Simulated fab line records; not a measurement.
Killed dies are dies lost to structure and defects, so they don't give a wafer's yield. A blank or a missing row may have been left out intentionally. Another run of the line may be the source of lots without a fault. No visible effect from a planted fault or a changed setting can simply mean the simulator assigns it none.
fab line records	flow n5-finfet
[record] lots = 6	wafers = 18	last-day = 19
route steps=1938 shown SD_EPI_N@288 SD_EPI_P@295 PASSIVATION@1936
lots untouched by any fault: they come from a run of this same line in which no faults occurred
start-h: hours from the record's first day to the start of the lot's first wafer shown	wait-h: hours elapsed since this lot's preceding step	" unchanged from the row above	L1.1+2: one row covering several wafers at once	- value missing, or start not given	* or withheld: withheld	< > ~ a bound
route shown NAME@n: a module of which the file shows steps, and the number in the route of the first	usual: mean/standard deviation taken from wafers without a fault	same: alike in all rows	chamber/n: place in a boat	sites: each site's reading	_std_site: how widely they spread, as a standard deviation	_edge_site: outer sites' mean less inner sites'	radius-mm: how far each site lies from the wafer's centre	mask NAME#n: copy n	behind: the most recent tool/chamber to have shaped the wafer	hold: why the lot went on hold/how many hours it stayed there/how the hold came to an end	device: transistor that didn't switch, given as n, p or np	end of line: the route-end tests of the same wafers	step lacking rows: just its recipe	killed: the dies lost at the first sort to structure and to defects; this is not the yield of the wafer	map: a wafer's dies, x killed, . not, _ none there
set.NAME: the setting the step ran with; set.NAME@STEP: the setting that earlier step ran with	model.NAME: the simulator's own value behind a step, which no gauge read
certain route steps with their lots: each step a table, each wafer a row
services: the hour from which a tool's chamber was out of use, counted from the record's first day as start-h (under 0 if before that day), plus the number of hours and why
[[steps]]
[step N5_SD_EPI_N_EPI_21]
[recipe] material = Si:P	dopant = P	temp-c = 680	pressure-torr = 255	time-s = 690
[step N5_SD_EPI_N_EPI_MEAS_23]
[recipe] mode = xrd
[usual] thk-nm = 59.1/1.2
lot.wafer	tool	chamber	start-h	wait-h	thk-nm
L504.1	film-metro-01	-	67.62	1.4	58.5
L504.2	"	-	"	"	57.3
L504.6	"	-	"	"	56.5
L509.1	film-metro-02	-	95.69	1.4	60.2
L509.2	"	-	"	"	59.2
L509.3	"	-	"	"	60.0
L517.1	film-metro-01	-	143.09	1.4	57.7
L517.3	"	-	"	"	60.2
L517.6	"	-	"	"	58.3
L518.3	film-metro-01	-	148.36	0.9	61.3
L518.5	"	-	"	"	59.5
L518.6	"	-	"	"	61.0
L520.4	film-metro-01	-	159.59	0.6	57.8
L520.5	"	-	"	"	60.2
L520.6	"	-	"	"	59.8
L523.1	film-metro-01	-	178.04	1.4	60.3
L523.2	"	-	"	"	58.0
L523.6	"	-	"	"	58.2
[step N5_SD_EPI_N_PRECLEAN_24]
[recipe] chemistry = O3/DIW	time-s = 60	temp-c = 22	o3-ppm = 10
[step N5_SD_EPI_N_SRD_25]
[recipe] time-s = 30	temp-c = 23	rinse-liquid = diw	dry = ipa-marangoni
[step N5_SD_EPI_N_PRECLEAN_49]
[recipe] chemistry = NF3:NH3	afs-cycles = 1	temp-c = 30	time-s = 20	sublimation-temp-c = 180	sublimation-time-s = 60	pressure-torr = 3	rf-power-w = 30
[step N5_SD_EPI_N_LINER_46]
[recipe] material = SiNx	target-thk-a = 30	temp-c = 400	ald-precursor-family = SiH2I2	ald-co-reactant = N2/H2-plasma	pressure-torr = 2
[usual] heater-power-w = 803/48
lot.wafer	tool	chamber	start-h	wait-h	heater-power-w
L504.1	ald-sin-01	2	67.96	0.2	829
L504.2	"	3	"	"	769
L504.6	"	3	"	"	758
L509.1	ald-sin-01	0	96.17	0.3	873
L509.2	"	2	"	"	834
L509.3	"	1	"	"	740
L517.1	ald-sin-03	1	143.40	0.2	822
L517.3	"	0	"	"	776
L517.6	"	2	"	"	865
L518.3	ald-sin-01	2	148.66	0.1	837
L518.5	"	3	"	"	763
L518.6	"	0	"	"	869
L520.4	ald-sin-03	3	159.93	0.1	827
L520.5	"	0	"	"	774
L520.6	"	1	"	"	837
L523.1	ald-sin-04	0	178.35	0.2	752
L523.2	"	2	"	"	793
L523.6	"	3	"	"	815
[step N5_SD_EPI_N_INSPECT_26]
[recipe] inspect-instrument = darkfield	mode = post-epi
[usual] raw-defect-count = 199/33
lot.wafer	tool	chamber	start-h	wait-h	raw-defect-count
L504.1	defect-inspect-02	-	68.21	0.1	221
L504.2	"	-	"	"	211
L504.6	"	-	"	"	176
L509.1	defect-inspect-02	-	96.42	0.1	195
L509.2	"	-	"	"	152
L509.3	"	-	"	"	250
L517.1	defect-inspect-01	-	143.65	0.1	206
L517.3	"	-	"	"	214
L517.6	"	-	"	"	175
L518.3	defect-inspect-02	-	148.91	0.1	223
L518.5	"	-	"	"	198
L518.6	"	-	"	"	227
L520.4	defect-inspect-01	-	160.18	0.1	146
L520.5	"	-	"	"	229
L520.6	"	-	"	"	205
L523.1	defect-inspect-01	-	178.60	0.1	196
L523.2	"	-	"	"	190
L523.6	"	-	"	"	194
[step N5_SD_EPI_P_COAT_34]
[recipe] resist = SOC	temp-c = 250	time-s = 60	spin-rpm = 1500	resist-thk-nm = 350
[step N5_SD_EPI_P_COAT_35]
[recipe] resist = SiARC	temp-c = 220	time-s = 60	spin-rpm = 1500	resist-thk-nm = 35
[step N5_SD_EPI_P_COAT_03]
[recipe] resist = CAR-ArF-block	spin-rpm = 1500	resist-thk-nm = 150
[step N5_SD_EPI_P_EBR_05]
[recipe] solvent = PGMEA	ebr-width-mm = 1.5
[step N5_SD_EPI_P_SOFTBAKE_04]
[recipe] temp-c = 110	time-s = 60	resist = CAR-ArF-block
[step N5_SD_EPI_P_EXPOSE_06]
[recipe] mask-id = SD_P_BLK	na = 1.35	source-shape = conventional	sigma-outer = 0.8	polarization = unpolarized	target-cd-nm = 240	dose-mj = 39.5
[same] sigma-outer = 0.8
lot.wafer	tool	chamber	start-h	wait-h	mask	model.SD_EPI_P.overlay-x-nm
L504.1+2+6	arfi-scanner-01	0	68.49	-	SD_P_BLK#0	-0.2
L509.1+2+3	arfi-scanner-02	0	96.57	-	SD_P_BLK#0	-0.2
L517.1+3+6	arfi-scanner-02	0	143.80	-	SD_P_BLK#0	60.6
L518.3+5+6	arfi-scanner-02	0	149.07	-	SD_P_BLK#0	60.6
L520.4+5+6	arfi-scanner-03	0	160.34	-	SD_P_BLK#0	-0.4
L523.1+2+6	arfi-scanner-01	0	178.87	-	SD_P_BLK#0	-0.4
[step N5_SD_EPI_P_PEB_07]
[recipe] peb-temp-c = 110	peb-time-s = 60	resist = CAR-ArF-block
[step N5_SD_EPI_P_DEVELOP_08]
[recipe] develop-time-s = 30	developer = TMAH	resist = CAR-ArF-block	dev-temp-c = 23	rinse-liquid = diw	dry = air-spin
[step N5_SD_EPI_P_CD_MEAS_09]
[recipe] target-cd-nm = 240	landing-energy-ev = 500	detector = se-inlens
[usual] cd-nm = 240.3/0.88
lot.wafer	tool	chamber	start-h	wait-h	cd-nm
L504.1	cd-sem-02	0	68.61	-	241.6
L504.2	"	0	"	"	239.7
L504.6	"	0	"	"	240.7
L509.1	cd-sem-03	0	96.69	-	240.3
L509.2	"	0	"	"	239.6
L509.3	"	0	"	"	240.5
L517.1	cd-sem-02	0	143.92	-	241.0
L517.3	"	0	"	"	240.6
L517.6	"	0	"	"	240.7
L518.3	cd-sem-03	0	149.19	-	239.5
L518.5	"	0	"	"	239.2
L518.6	"	0	"	"	239.3
L520.4	cd-sem-02	0	160.46	-	241.4
L520.5	"	0	"	"	239.7
L520.6	"	0	"	"	240.9
L523.1	cd-sem-01	0	179.00	-	242.5
L523.2	"	0	"	"	241.0
L523.6	"	0	"	"	240.8
[step N5_SD_EPI_P_OVL_MEAS_10]
[recipe] points-per-wafer = 44
[usual] SD_P_BLK_OVL = 0.1/0.65
lot.wafer	tool	chamber	start-h	wait-h	SD_P_BLK_OVL[nm]
L504.1	overlay-02	0	68.64	0.0	0.7
L504.2	"	0	"	"	0.0
L504.6	"	0	"	"	-0.4
L509.1	overlay-01	0	96.72	0.0	-0.4
L509.2	"	0	"	"	0.2
L509.3	"	0	"	"	0.6
L517.1	overlay-02	0	143.95	0.0	72.3
L517.3	"	0	"	"	71.9
L517.6	"	0	"	"	71.4
L518.3	overlay-01	0	149.22	0.0	73.9
L518.5	"	0	"	"	73.2
L518.6	"	0	"	"	73.1
L520.4	overlay-01	0	160.48	0.0	0.3
L520.5	"	0	"	"	0.0
L520.6	"	0	"	"	-0.6
L523.1	overlay-02	0	179.04	0.0	-0.9
L523.2	"	0	"	"	0.3
L523.6	"	0	"	"	-0.5
[step N5_SD_EPI_P_INSPECT_11]
[recipe] mode = adi	inspect-instrument = macro
[usual] raw-defect-count = 2.1/1.5
lot.wafer	tool	chamber	start-h	wait-h	raw-defect-count
L504.1	defect-inspect-02	-	68.66	0.0	3
L504.2	"	-	"	"	2
L504.6	"	-	"	"	1
L509.1	defect-inspect-01	-	96.75	0.0	1
L509.2	"	-	"	"	1
L509.3	"	-	"	"	4
L517.1	defect-inspect-02	-	143.98	0.0	1
L517.3	"	-	"	"	2
L517.6	"	-	"	"	3
L518.3	defect-inspect-01	-	149.24	0.0	4
L518.5	"	-	"	"	4
L518.6	"	-	"	"	2
L520.4	defect-inspect-02	-	160.51	0.0	1
L520.5	"	-	"	"	0
L520.6	"	-	"	"	1
L523.1	defect-inspect-01	-	179.06	0.0	6
L523.2	"	-	"	"	2
L523.6	"	-	"	"	1
[step N5_PASSIVATION_PROBE_49]
[usual] killed_at_M0_to_M3 = 33/11	killed_at_M4_up = 15/6.2	killed-at-contacts = 13/6.5	killed-at-front-end = 38/11	killed-at-other = 3.4/2.6	killed-dies = 102/17	killed-open = 67/12	killed-short = 34/7.9
[same] gross-dies = 1180	killed-at-back-side = 0
lot.wafer	tool	chamber	start-h	wait-h	killed_at_M0_to_M3	killed_at_M4_up	killed-at-contacts	killed-at-front-end	killed-at-other	killed-dies	killed-open	killed-short
L504.1	prober-02	-	315.73	0.0	24	13	10	29	7	83	53	29
L504.2	prober-02	-	315.78	0.1	33	15	14	30	3	95	72	23
L504.6	prober-02	-	315.98	0.3	26	11	12	39	3	91	62	28
L509.1	prober-01	-	338.93	0.4	43	11	9	32	4	99	67	31
L509.2	prober-01	-	338.98	0.4	42	8	7	18	1	76	58	18
L509.3	prober-01	-	339.03	0.5	31	12	14	39	9	105	62	41
L518.3	prober-01	-	369.40	0.1	17	10	8	54	2	91	62	29
L518.5	prober-01	-	369.50	0.2	19	11	18	63	0	111	66	44
L518.6	prober-01	-	369.55	0.3	30	9	18	42	0	99	73	25
L517.1	prober-01	-	394.00	0.0	20	24	26	51	4	125	80	44
L517.3	prober-01	-	394.10	0.1	33	18	6	55	1	113	70	41
L517.6	prober-01	-	394.25	0.3	23	9	17	55	3	107	74	33
// killed by level:class
L504.1 FIN_SAQP:geometric-particle:open=9 FIN_SAQP:geometric-particle:short=8 BEOL_M0_SAQP:geometric-particle:open=7 MOL_CONTACT_COAG:geometric-particle:open=6 BEOL_M0_SAQP:geometric-particle:short=6 GATE_CUT:geometric-particle:short=5 BEOL_M0:geometric-particle:open=4 BEOL_M4:geometric-particle:open=4
L504.2 BEOL_M0_SAQP:geometric-particle:open=14 FIN_SAQP:geometric-particle:open=11 BEOL_M3:geometric-particle:open=11 MOL_CONTACT_COAG:geometric-particle:open=10 FIN_SAQP:geometric-particle:short=6 BEOL_M0_SAQP:geometric-particle:short=5 BEOL_M4:geometric-particle:open=5 MOL_CONTACT_COAG:geometric-particle:short=4
L504.6 FIN_SAQP:geometric-particle:open=16 MOL_CONTACT_COAG:geometric-particle:open=10 BEOL_M0_SAQP:geometric-particle:short=8 FIN_SAQP:geometric-particle:short=7 BEOL_M0_SAQP:geometric-particle:open=7 BEOL_M3:geometric-particle:open=5 STI_FIN_REVEAL:geometric-particle:open=3 GATE_CUT:geometric-particle:short=3
L509.1 FIN_SAQP:geometric-particle:open=12 BEOL_M2:geometric-particle:open=12 MOL_CONTACT_COAG:geometric-particle:open=9 BEOL_M1:geometric-particle:open=9 BEOL_M0_SAQP:geometric-particle:short=8 STARTING-WAFER:geometric-particle:open=5 BEOL_M2:geometric-particle:short=4 BEOL_M3:geometric-particle:open=4
L509.2 BEOL_M1:geometric-particle:open=15 BEOL_M2:geometric-particle:open=7 MOL_CONTACT_COAG:geometric-particle:open=7 BEOL_M0_SAQP:geometric-particle:short=5 FIN_SAQP:geometric-particle:open=4 BEOL_M0_SAQP:geometric-particle:open=4 BEOL_M3:geometric-particle:open=4 STI_FIN_REVEAL:geometric-particle:open=3
L509.3 MOL_CONTACT_COAG:geometric-particle:open=12 BEOL_M1:geometric-particle:open=12 FIN_SAQP:geometric-particle:open=7 FIN_SAQP:geometric-particle:short=5 DUMMY_GATE:geometric-particle:open=5 BEOL_M0_SAQP:geometric-particle:short=5 BEOL_M2:geometric-particle:open=5 STARTING-WAFER:geometric-particle:short=5
L518.3 STI_FIN_REVEAL:geometric-particle:open=21 GATE_CUT:geometric-particle:short=9 FIN_SAQP:geometric-particle:short=8 MOL_CONTACT_COAG:geometric-particle:open=8 BEOL_M0_SAQP:geometric-particle:open=6 FIN_SAQP:geometric-particle:open=5 BEOL_M0_SAQP:geometric-particle:short=5 BEOL_M4:geometric-particle:open=4
L518.5 FIN_SAQP:geometric-particle:short=20 STI_FIN_REVEAL:geometric-particle:open=16 MOL_CONTACT_COAG:geometric-particle:open=16 FIN_SAQP:geometric-particle:open=9 BEOL_M4:geometric-particle:open=6 BEOL_M1:geometric-particle:open=4 BEOL_M0_SAQP:geometric-particle:open=4 BEOL_M1:geometric-particle:short=4
L518.6 MOL_CONTACT_COAG:geometric-particle:open=15 FIN_SAQP:geometric-particle:open=11 STI_FIN_REVEAL:geometric-particle:open=11 BEOL_M3:geometric-particle:open=10 FIN_SAQP:geometric-particle:short=7 BEOL_M1:geometric-particle:open=6 BEOL_M3:geometric-particle:short=4 ILD0:geometric-particle:open=3
L517.1 MOL_CONTACT_COAG:geometric-particle:open=23 FIN_SAQP:geometric-particle:short=10 BEOL_M1:geometric-particle:open=9 BEOL_M4:geometric-particle:open=9 FIN_SAQP:geometric-particle:open=7 DUMMY_GATE:geometric-particle:open=6 GATE_CUT:geometric-particle:short=5 STI_FIN_REVEAL:geometric-particle:short=4
L517.3 FIN_SAQP:geometric-particle:short=24 FIN_SAQP:geometric-particle:open=15 BEOL_M4:geometric-particle:open=11 BEOL_M3:geometric-particle:open=8 BEOL_M0_SAQP:geometric-particle:short=7 BEOL_M0_SAQP:geometric-particle:open=7 MOL_CONTACT_COAG:geometric-particle:open=6 BEOL_M2:geometric-particle:open=6
L517.6 STI_FIN_REVEAL:geometric-particle:open=16 MOL_CONTACT_COAG:geometric-particle:open=13 FIN_SAQP:geometric-particle:short=11 FIN_SAQP:geometric-particle:open=9 BEOL_M1:geometric-particle:open=9 BEOL_M3:geometric-particle:open=5 MOL_CONTACT_COAG:geometric-particle:short=4 STARTING-WAFER:geometric-particle:open=4
[[services]]
tool	chamber	start-h	hours	kind
arfi-scanner-03	-	49.54	0.5	repair
arfi-scanner-03	-	52.87	6.0	pm
arfi-scanner-01	0	60.81	-	calibration
ald-sin-04	3	64.33	5.4	repair
arfi-scanner-01	-	78.26	1.0	pm
ald-sin-03	-	96.05	0.8	pm
arfi-scanner-03	-	96.46	0.8	pm
arfi-scanner-02	-	108.32	1.3	pm
arfi-scanner-02	-	113.01	0.7	repair
ald-sin-01	-	121.04	14.6	pm
arfi-scanner-02	-	121.19	1.5	pm
arfi-scanner-01	-	134.95	3.1	pm
arfi-scanner-03	-	136.72	1.4	repair
arfi-scanner-03	-	142.99	1.0	pm
arfi-scanner-01	-	143.73	1.0	pm
arfi-scanner-02	-	150.21	1.0	pm
arfi-scanner-01	-	156.64	1.3	pm
arfi-scanner-03	-	160.91	1.3	pm
arfi-scanner-02	0	171.88	-	calibration
ald-sin-01	-	177.59	14.0	pm
ald-sin-01	0	177.59	14.0	vent-cycle
ald-sin-01	1	177.59	14.0	vent-cycle
ald-sin-01	2	177.59	14.0	vent-cycle
ald-sin-01	3	177.59	14.0	vent-cycle
[[key]]
[first-sign] step = N5_SD_EPI_P_OVL_MEAS_10	reading = SD_P_BLK_OVL	direction = up	sigmas = 99+	usual = 0.1	struck = 72.6
effect none on later readings
[model-effect] step = N5_SD_EPI_P_EXPOSE_06	value = SD_EPI_P.overlay-x-nm	without = 0.3	struck = 60.6
met-at N5_SD_EPI_P_EXPOSE_06
struck-wafers L517.1,L517.3,L517.6,L518.3,L518.5,L518.6
tester-left-out L517,L518
onset-between 96.57 143.80
[fault] kind = scanner-matching-overlay	tool = arfi-scanner-02	chamber = -	onset-h = 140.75	steps = N5_SD_EPI_P_EXPOSE_06	offset = 60.3
// tester-left-out: of these lots the tester's yield and bins aren't shown, on N5 and GAA mostly nor the transistor test; their killed dies are dies lost to structure and defects alone, not to doping, threshold or leakage, so they don't give the yield
